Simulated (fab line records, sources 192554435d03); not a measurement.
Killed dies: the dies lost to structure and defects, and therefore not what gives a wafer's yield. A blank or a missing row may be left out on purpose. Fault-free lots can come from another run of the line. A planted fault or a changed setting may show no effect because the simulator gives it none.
fab line records + flow n5_finfet
[record]
- lots = 10
- wafers = 30
- last_day = 17
route steps=1938 shown HKMG_FIN@409
lots untouched by any fault: they come from a run of this same line in which no faults occurred
start_h: hours from the record's opening day to when the first of the lot's shown wafers began + wait_h: hours elapsed since this lot's preceding step + " repeats the value in the row above + L1.1+2: one row covering several wafers at once + - no value, or no start given + * or withheld: withheld + < > ~ a bound
route shown NAME@n: names a module that has steps shown in the file, with the first one's number in the route + usual: mean and standard deviation over wafers with no fault + same: alike in all rows + chamber/n: place in a boat + sites: per-site readings + _std_site: the values' standard deviation + _edge_site: mean of outer sites minus mean of inner sites + radius_mm: for every site, how far away it sits from the centre of the wafer + mask NAME#n: copy n + behind: the most recent tool/chamber to have shaped the wafer + hold: the reason the lot was held/the length of the hold in hours/how it ended + device: which transistor (n, p or np) failed to switch + end of line: tests run on the same wafers once the route is complete + a step given without rows: its recipe and nothing more + killed: not the wafer's yield, but the dies lost to structure and defects at the first sort + map: shows each die of a wafer: x if killed, . if not, _ if none is there
set.NAME: the setting the step ran with; set.NAME@STEP: the setting that earlier step ran with + model.NAME: the simulator's own value behind a step, which no gauge read
a sample of lots followed through the steps of the route, with each step as a table and each wafer as a row
services: the hour from which a tool's chamber was out of use, counted from the record's first day as start_h (under 0 if before that day), plus the number of hours and why
[[steps]]
[step N5_HKMG_FIN_STRIP_60]
[recipe]
- chemistry = N2/H2
- power_w = 2500
- temp_c = 300
- h2_frac = 0.65
- time_s = 360
- pressure_mtorr = withheld
- n2_flow_sccm = 1750
- h2_flow_sccm = 3250
[usual]
- drypump_motor_current_A = 5.7/0.56
- heater_power_w = 444/44
- n2_flow_sccm = 1750/5.6
- temp_c = 299.98/0.19
| lot.wafer | tool            | chamber | start_h | wait_h | drypump_motor_current_A | heater_power_w | n2_flow_sccm | rf_hours_counter_h | temp_c |
|-----------|-----------------|---------|---------|--------|-------------------------|----------------|--------------|--------------------|--------|
| L668.1    | plasma_asher-01 | 1       | 73.30   | 0.0    | 5.7                     | 488            | 1752         | 33                 | 299.98 |
| L668.2    | "               | 0       | "       | "      | 5.3                     | 389            | 1758         | 33                 | 299.91 |
| L668.5    | "               | 1       | "       | "      | 5.7                     | 498            | 1742         | -                  | 299.76 |
| L670.1    | plasma_asher-01 | 1       | 87.94   | 0.0    | 5.7                     | 502            | 1753         | 37                 | 300.03 |
| L670.2    | "               | 0       | "       | "      | 5.3                     | 393            | 1748         | 37                 | 299.71 |
| L670.4    | "               | 1       | "       | "      | 5.7                     | 498            | 1748         | -                  | 300.07 |
| L671.2    | plasma_asher-01 | 1       | 92.48   | 0.0    | 5.8                     | 488            | 1743         | 38                 | 299.89 |
| L671.3    | "               | 1       | "       | "      | 5.7                     | 508            | 1738         | -                  | 299.64 |
| L671.5    | "               | 1       | "       | "      | 5.8                     | 495            | 1744         | -                  | 299.99 |
| L676.1    | plasma_asher-02 | 0       | 121.75  | 0.0    | 6.7                     | 462            | 1751         | 94                 | 300.09 |
| L676.2    | "               | 1       | "       | "      | 5.2                     | 439            | 1755         | 94                 | 299.76 |
| L676.6    | "               | 0       | "       | "      | 6.7                     | 444            | 1751         | -                  | 299.88 |
| L683.1    | plasma_asher-02 | 0       | 163.52  | 0.0    | 6.7                     | 466            | 1757         | 103                | 299.96 |
| L683.3    | "               | 0       | "       | "      | 6.7                     | 454            | 1760         | -                  | 300.05 |
| L683.4    | "               | 1       | "       | "      | 5.2                     | 433            | 1753         | -                  | 300.43 |
| L682.1    | plasma_asher-01 | 1       | 168.54  | 0.0    | 5.7                     | 493            | 1740         | 51                 | 299.82 |
| L682.4    | "               | 1       | "       | "      | 5.7                     | 507            | 1744         | -                  | 299.93 |
| L682.5    | "               | 0       | "       | "      | 5.2                     | 392            | 1759         | -                  | 299.75 |
| L688.1    | plasma_asher-02 | 1       | 192.81  | 0.0    | 5.2                     | 416            | 1746         | 109                | 300.11 |
| L688.2    | "               | 0       | "       | "      | 6.7                     | 462            | 1745         | 109                | 300.04 |
| L688.6    | "               | 1       | "       | "      | 5.2                     | 426            | 1748         | -                  | 300.35 |
| L689.3    | plasma_asher-01 | 0       | 202.37  | 0.1    | 5.2                     | 404            | 1751         | -                  | 299.95 |
| L689.5    | "               | 1       | "       | "      | 5.7                     | 503            | 1754         | -                  | 299.90 |
| L689.6    | "               | 0       | "       | "      | 5.3                     | 385            | 1748         | -                  | 299.93 |
| L690.1    | plasma_asher-01 | 1       | 204.36  | 0.0    | 5.7                     | 496            | 1738         | 59                 | 300.00 |
| L690.4    | "               | 0       | "       | "      | 5.2                     | 386            | 1748         | -                  | 300.04 |
| L690.6    | "               | 1       | "       | "      | 5.7                     | 502            | 1744         | -                  | 299.72 |
| L691.1    | plasma_asher-01 | 0       | 213.85  | 0.0    | 5.3                     | 390            | 1748         | 61                 | 299.93 |
| L691.2    | "               | 1       | "       | "      | 5.7                     | 504            | 1762         | 61                 | 299.71 |
| L691.3    | "               | 1       | "       | "      | 5.7                     | 498            | 1755         | -                  | 299.90 |
[step N5_HKMG_FIN_CVD_62]
[recipe]
- material = a-Si
- target_thk_a = 30
- temp_c = 500
- precursor = Si2H6
- pressure_torr = 1
- time_s = 20.8
[usual]
- heater_power_w = 1390/150
- susceptor_temp_C = 500.01/0.27
| lot.wafer | tool              | chamber | start_h | wait_h | heater_power_w | susceptor_temp_C |
|-----------|-------------------|---------|---------|--------|----------------|------------------|
| L668.1    | thermal_cvd_si-01 | 1       | 74.15   | 0.2    | 1730           | 499.97           |
| L668.2    | "                 | 0       | "       | "      | 1367           | 500.06           |
| L668.5    | "                 | 2       | "       | "      | 1337           | 499.82           |
| L670.1    | thermal_cvd_si-01 | 1       | 88.79   | 0.2    | 1746           | 499.73           |
| L670.2    | "                 | 0       | "       | "      | 1361           | 499.77           |
| L670.4    | "                 | 2       | "       | "      | 1396           | 499.84           |
| L671.2    | thermal_cvd_si-02 | 2       | 93.33   | 0.2    | 1257           | 500.04           |
| L671.3    | "                 | 1       | "       | "      | 1352           | 500.17           |
| L671.5    | "                 | 0       | "       | "      | 1326           | 499.92           |
| L676.1    | thermal_cvd_si-01 | 0       | 122.60  | 0.2    | 1405           | 499.85           |
| L676.2    | "                 | 1       | "       | "      | 1684           | 499.49           |
| L676.6    | "                 | 0       | "       | "      | 1350           | 500.28           |
| L683.1    | thermal_cvd_si-01 | 2       | 164.37  | 0.2    | 1372           | 500.54           |
| L683.3    | "                 | 0       | "       | "      | 1354           | 499.85           |
| L683.4    | "                 | 1       | "       | "      | 1696           | 500.19           |
| L682.1    | thermal_cvd_si-02 | 0       | 169.39  | 0.2    | 1249           | 500.50           |
| L682.4    | "                 | 0       | "       | "      | 1325           | 500.20           |
| L682.5    | "                 | 1       | "       | "      | 1362           | 500.30           |
| L688.1    | thermal_cvd_si-01 | 0       | 193.83  | 0.4    | 1345           | 499.97           |
| L688.2    | "                 | 1       | "       | "      | 1712           | 499.86           |
| L688.6    | "                 | 2       | "       | "      | 1421           | 500.26           |
| L689.3    | thermal_cvd_si-02 | 2       | 203.32  | 0.2    | 1228           | 499.69           |
| L689.5    | "                 | 1       | "       | "      | 1369           | 500.09           |
| L689.6    | "                 | 2       | "       | "      | 1215           | 499.52           |
| L690.1    | thermal_cvd_si-01 | 1       | 205.38  | 0.4    | 1736           | 500.46           |
| L690.4    | "                 | 0       | "       | "      | 1374           | 499.95           |
| L690.6    | "                 | 2       | "       | "      | 1347           | 500.16           |
| L691.1    | thermal_cvd_si-02 | 0       | 214.70  | 0.2    | 1306           | 500.02           |
| L691.2    | "                 | 2       | "       | "      | 1197           | 499.80           |
| L691.3    | "                 | 1       | "       | "      | 1373           | 500.00           |
[step N5_HKMG_FIN_ETCH_32]
[recipe]
- chemistry = N2/H2
- target = SOC
- target_depth_a = 2400
- temp_c = 40
- time_s = 300
- ion_energy_ev = 200
- mask_material = SiARC
- pressure_mtorr = 30
- source_w = 840
- bias_w = 150
- n2_flow_sccm = 200
- h2_flow_sccm = 200
[usual]
- drypump_motor_current_A = 6.0/0.44
- n2_flow_sccm = 200.0/0.56
- oes_product_au = 0.77/0.09
- rf_vpp_V = 523.6/2.1
- showerhead_plenum_p_Torr = 2.54/0.066
- temp_c = 39.99/0.12
- throttle_valve_pct = 17.81/0.27
| lot.wafer | tool        | chamber | start_h | wait_h | drypump_motor_current_A | n2_flow_sccm | oes_product_au | rf_hours_counter_h | rf_vpp_V | showerhead_plenum_p_Torr | temp_c | throttle_valve_pct |
|-----------|-------------|---------|---------|--------|-------------------------|--------------|----------------|--------------------|----------|--------------------------|--------|--------------------|
| L668.1    | rie_diel-03 | 0       | 75.90   | 0.0    | 5.4                     | 200.2        | 0.74           | 153                | 524.6    | 2.53                     | 40.10  | 17.77              |
| L668.2    | "           | 1       | "       | "      | 6.6                     | 199.7        | 0.94           | 22                 | 523.3    | 2.50                     | 40.01  | 17.48              |
| L668.5    | "           | 0       | "       | "      | 5.4                     | 200.0        | 0.74           | -                  | 524.4    | 2.53                     | 40.01  | 17.77              |
| L670.1    | rie_diel-04 | 0       | 90.51   | 0.0    | 6.6                     | 199.7        | 0.70           | 185                | 526.2    | 2.63                     | 39.96  | 17.60              |
| L670.2    | "           | 3       | "       | "      | 6.0                     | 200.0        | 0.83           | 83                 | 520.9    | 2.47                     | 39.81  | 17.60              |
| L670.4    | "           | 1       | "       | "      | 6.1                     | 200.0        | 0.73           | 194                | 526.5    | 2.63                     | 40.12  | 17.59              |
| L671.2    | rie_diel-03 | 0       | 94.93   | 0.0    | 5.3                     | 199.4        | 0.73           | 160                | 522.6    | 2.52                     | 39.96  | 17.76              |
| L671.3    | "           | 2       | "       | "      | 6.0                     | 199.6        | 0.73           | 197                | 526.7    | 2.63                     | 39.92  | 18.38              |
| L671.5    | "           | 0       | "       | "      | 5.3                     | 200.6        | 0.74           | -                  | 524.0    | 2.52                     | 39.99  | 17.81              |
| L676.1    | rie_diel-03 | 3       | 124.48  | 0.0    | 5.5                     | 199.5        | 0.94           | 21                 | 522.4    | 2.51                     | 40.10  | 17.77              |
| L676.2    | "           | 2       | "       | "      | 6.0                     | 199.4        | 0.73           | 202                | 525.0    | 2.63                     | 39.78  | 18.39              |
| L676.6    | "           | 2       | "       | "      | 6.0                     | 200.3        | 0.73           | -                  | 526.1    | 2.62                     | 39.76  | 18.40              |
| L683.1    | rie_diel-04 | 2       | 166.21  | 0.0    | 6.4                     | 200.2        | 0.71           | 207                | 522.2    | 2.52                     | 40.20  | 18.14              |
| L683.3    | "           | 3       | "       | "      | 6.1                     | 198.8        | 0.79           | 113                | 521.7    | 2.45                     | 39.92  | 17.63              |
| L683.4    | "           | 1       | "       | "      | 6.1                     | 199.8        | 0.70           | -                  | 526.8    | 2.62                     | 39.94  | 17.64              |
| L682.1    | rie_diel-04 | 1       | 171.22  | 0.0    | 6.1                     | 199.9        | 1.02           | 225                | 525.2    | 2.62                     | 40.02  | 17.69              |
| L682.4    | "           | 2       | "       | "      | 6.4                     | 200.3        | 1.02           | -                  | 522.5    | 2.52                     | 39.94  | 18.22              |
| L682.5    | "           | 1       | "       | "      | 6.1                     | 198.7        | 1.02           | -                  | 526.2    | 2.62                     | 40.17  | 17.69              |
| L688.1    | rie_diel-04 | 1       | 195.82  | 0.0    | 6.1                     | 200.1        | 1.01           | 239                | 525.4    | 2.61                     | 40.04  | 17.72              |
| L688.2    | "           | 3       | "       | "      | 6.1                     | 199.5        | 1.13           | 127                | 521.0    | 2.45                     | 40.06  | 17.73              |
| L688.6    | "           | 1       | "       | "      | 6.1                     | 201.0        | 1.00           | -                  | 526.4    | 2.61                     | 39.94  | 17.72              |
| L689.3    | rie_diel-03 | 3       | 205.05  | 0.0    | 5.5                     | 199.7        | 0.87           | 52                 | 521.0    | 2.49                     | 39.94  | 17.82              |
| L689.5    | "           | 1       | "       | "      | 6.6                     | 198.9        | 0.86           | -                  | 521.6    | 2.48                     | 40.04  | 17.56              |
| L689.6    | "           | 0       | "       | "      | 5.4                     | 200.6        | 0.71           | -                  | 524.6    | 2.51                     | 39.87  | 17.85              |
| L690.1    | rie_diel-05 | 2       | 207.77  | 0.0    | 6.0                     | 199.8        | 0.68           | 249                | 521.0    | 2.41                     | 40.04  | 18.14              |
| L690.4    | "           | 0       | "       | "      | 5.8                     | 200.2        | 0.68           | 246                | 520.2    | 2.41                     | 39.89  | 17.86              |
| L690.6    | "           | 3       | "       | "      | 6.1                     | 199.6        | 0.69           | -                  | 526.3    | 2.60                     | 39.84  | 17.59              |
| L691.1    | rie_diel-05 | 1       | 216.43  | 0.0    | 5.0                     | 199.2        | 0.70           | 205                | 522.3    | 2.52                     | 40.01  | 17.75              |
| L691.2    | "           | 0       | "       | "      | 5.9                     | 200.6        | 0.67           | 250                | 520.8    | 2.41                     | 40.12  | 17.87              |
| L691.3    | "           | 3       | "       | "      | 6.2                     | 200.8        | 0.69           | 240                | 526.8    | 2.60                     | 40.18  | 17.60              |
[step N5_HKMG_FIN_STRIP_92]
[recipe]
- chemistry = N2/H2
- material = SOC
- time_s = 20
- power_w = 500
- temp_c = 40
- pressure_mtorr = 50
- rf_frequency_hz = 6e+07
- bias_power_w = 8
- h2_frac = 0.5
- n2_flow_sccm = 300
- h2_flow_sccm = 300
[usual]
- drypump_motor_current_A = 6.0/0.45
- n2_flow_sccm = 299.9/0.89
- oes_product_au = 0.77/0.089
- rf_vpp_V = 54.2/0.88
- showerhead_plenum_p_Torr = 3.35/0.083
- temp_c = 39.98/0.12
- throttle_valve_pct = 19.0/0.33
| lot.wafer | tool        | chamber | start_h | wait_h | drypump_motor_current_A | n2_flow_sccm | oes_product_au | rf_hours_counter_h | rf_vpp_V | showerhead_plenum_p_Torr | temp_c | throttle_valve_pct |
|-----------|-------------|---------|---------|--------|-------------------------|--------------|----------------|--------------------|----------|--------------------------|--------|--------------------|
| L668.1    | rie_diel-03 | 0       | 76.26   | 0.1    | 5.4                     | 300.1        | 0.75           | 153                | 55.1     | 3.34                     | 39.88  | 19.1               |
| L668.2    | "           | 1       | "       | "      | 6.6                     | 298.8        | 0.95           | 22                 | 54.3     | 3.31                     | 39.85  | 18.7               |
| L668.5    | "           | 0       | "       | "      | 5.4                     | 299.6        | 0.74           | -                  | 54.9     | 3.34                     | 39.68  | 19.1               |
| L670.1    | rie_diel-04 | 0       | 90.86   | 0.1    | 6.6                     | 299.3        | 0.71           | 185                | 55.2     | 3.47                     | 40.06  | 18.8               |
| L670.2    | "           | 3       | "       | "      | 6.1                     | 299.6        | 0.82           | 83                 | 54.6     | 3.26                     | 40.04  | 18.9               |
| L670.4    | "           | 1       | "       | "      | 6.1                     | 301.5        | 0.74           | 194                | 56.1     | 3.47                     | 40.03  | 18.7               |
| L671.2    | rie_diel-03 | 0       | 95.29   | 0.1    | 5.4                     | 299.0        | 0.75           | 160                | 54.5     | 3.33                     | 40.22  | 19.1               |
| L671.3    | "           | 2       | "       | "      | 6.0                     | 299.9        | 0.73           | 197                | 55.6     | 3.47                     | 40.12  | 19.8               |
| L671.5    | "           | 0       | "       | "      | 5.4                     | 300.7        | 0.74           | -                  | 54.0     | 3.33                     | 39.99  | 19.1               |
| L676.1    | rie_diel-03 | 3       | 124.84  | 0.1    | 5.5                     | 299.6        | 0.94           | 21                 | 53.7     | 3.31                     | 39.98  | 18.9               |
| L676.2    | "           | 2       | "       | "      | 6.0                     | 300.8        | 0.73           | 202                | 54.3     | 3.46                     | 39.94  | 19.9               |
| L676.6    | "           | 2       | "       | "      | 6.0                     | 299.8        | 0.73           | -                  | 55.2     | 3.46                     | 39.86  | 19.9               |
| L683.1    | rie_diel-04 | 2       | 166.57  | 0.1    | 6.4                     | 299.6        | 0.71           | 208                | 53.8     | 3.34                     | 40.13  | 19.2               |
| L683.3    | "           | 3       | "       | "      | 6.1                     | 300.0        | 0.80           | 113                | 54.0     | 3.25                     | 39.96  | 19.0               |
| L683.4    | "           | 1       | "       | "      | 6.1                     | 300.4        | 0.71           | -                  | 53.7     | 3.46                     | 39.95  | 18.7               |
| L682.1    | rie_diel-04 | 1       | 171.58  | 0.1    | 6.1                     | 299.4        | 0.70           | 226                | 54.8     | 3.45                     | 40.16  | 18.7               |
| L682.4    | "           | 2       | "       | "      | 6.4                     | 300.3        | 0.71           | -                  | 54.4     | 3.33                     | 39.86  | 19.2               |
| L682.5    | "           | 1       | "       | "      | 6.1                     | 300.4        | 0.71           | -                  | 55.6     | 3.45                     | 40.02  | 18.7               |
| L688.1    | rie_diel-04 | 1       | 196.18  | 0.1    | 6.1                     | 299.2        | 0.69           | 239                | 53.7     | 3.45                     | 39.76  | 18.8               |
| L688.2    | "           | 3       | "       | "      | 6.0                     | 300.9        | 0.78           | 127                | 52.8     | 3.24                     | 40.04  | 19.0               |
| L688.6    | "           | 1       | "       | "      | 6.0                     | 299.2        | 0.69           | -                  | 54.7     | 3.45                     | 39.81  | 18.8               |
| L689.3    | rie_diel-03 | 3       | 205.41  | 0.1    | 5.5                     | 298.7        | 0.88           | 52                 | 54.8     | 3.29                     | 39.98  | 18.9               |
| L689.5    | "           | 1       | "       | "      | 6.6                     | 301.2        | 0.87           | -                  | 54.2     | 3.28                     | 39.81  | 18.8               |
| L689.6    | "           | 0       | "       | "      | 5.4                     | 300.6        | 0.72           | -                  | 54.9     | 3.31                     | 39.90  | 19.1               |
| L690.1    | rie_diel-05 | 2       | 208.13  | 0.1    | 6.0                     | 298.8        | 0.69           | 250                | 54.9     | 3.18                     | 39.84  | 19.4               |
| L690.4    | "           | 0       | "       | "      | 5.8                     | 299.6        | 0.68           | 246                | 53.8     | 3.19                     | 39.87  | 19.0               |
| L690.6    | "           | 3       | "       | "      | 6.2                     | 296.9        | 0.69           | -                  | 54.3     | 3.43                     | 40.03  | 18.6               |
| L691.1    | rie_diel-05 | 1       | 216.79  | 0.1    | 5.0                     | 300.9        | 0.71           | 205                | 53.5     | 3.33                     | 40.04  | 19.1               |
| L691.2    | "           | 0       | "       | "      | 5.9                     | 299.7        | 0.68           | 250                | 53.2     | 3.19                     | 39.89  | 19.0               |
| L691.3    | "           | 3       | "       | "      | 6.2                     | 299.4        | 0.70           | 240                | 54.5     | 3.43                     | 40.07  | 18.6               |
[[services]]
| tool              | chamber | start_h | hours | kind                          |
|-------------------|---------|---------|-------|-------------------------------|
| plasma_asher-01   | -       | 56.11   | 12.3  | repair                        |
| thermal_cvd_si-01 | -       | 65.89   | 2.8   | pm                            |
| plasma_asher-02   | -       | 78.45   | 1.9   | repair                        |
| rie_diel-03       | -       | 95.44   | 6.3   | repair                        |
| rie_diel-04       | 1       | 111.29  | 4.4   | repair                        |
| thermal_cvd_si-01 | 2       | 122.45  | 33.6  | repair                        |
| rie_diel-04       | 0       | 137.60  | 42.6  | repair                        |
| thermal_cvd_si-01 | -       | 145.39  | 14.6  | pm                            |
| rie_diel-05       | -       | 172.74  | 15.6  | pm                            |
| plasma_asher-01   | -       | 196.83  | 2.0   | repair                        |
| thermal_cvd_si-02 | 0       | 199.45  | 13.0  | repair                        |
| rie_diel-05       | 2       | 209.68  | -     | clean                         |
| rie_diel-05       | 2       | 209.68  | -     | consumable_replace:focus_ring |
| rie_diel-05       | 2       | 209.68  | -     | consumable_replace:showerhead |
| rie_diel-05       | 2       | 209.68  | 16.3  | scheduled_down                |
| rie_diel-05       | 2       | 209.68  | 16.3  | vent_cycle                    |
[[key]]
[first_sign]
- step = N5_HKMG_FIN_ETCH_32
- reading = oes_product_au
- direction = up
- sigmas = 2.9
- usual = 0.77
- struck = 1.03
effect none on later readings
met_at N5_HKMG_FIN_ETCH_32
struck_lots L682,L688
tester_left_out L682,L688
not_acting_at N5_HKMG_FIN_STRIP_60,N5_HKMG_FIN_CVD_62,N5_HKMG_FIN_STRIP_92
onset_between 166.21 171.22
[fault]
- kind = process_parameter_drift
- tool = rie_diel-04
- chamber = -
- onset_h = 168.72
- steps = N5_HKMG_FIN_ETCH_32
- channel = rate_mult
- offset = 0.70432
- shape = step
- end_h = 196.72
// tester_left_out: of these lots the tester's yield and bins aren't shown, on N5 and GAA mostly nor the transistor test; their killed dies are dies lost to structure and defects alone, not to doping, threshold or leakage, so they don't give the yield
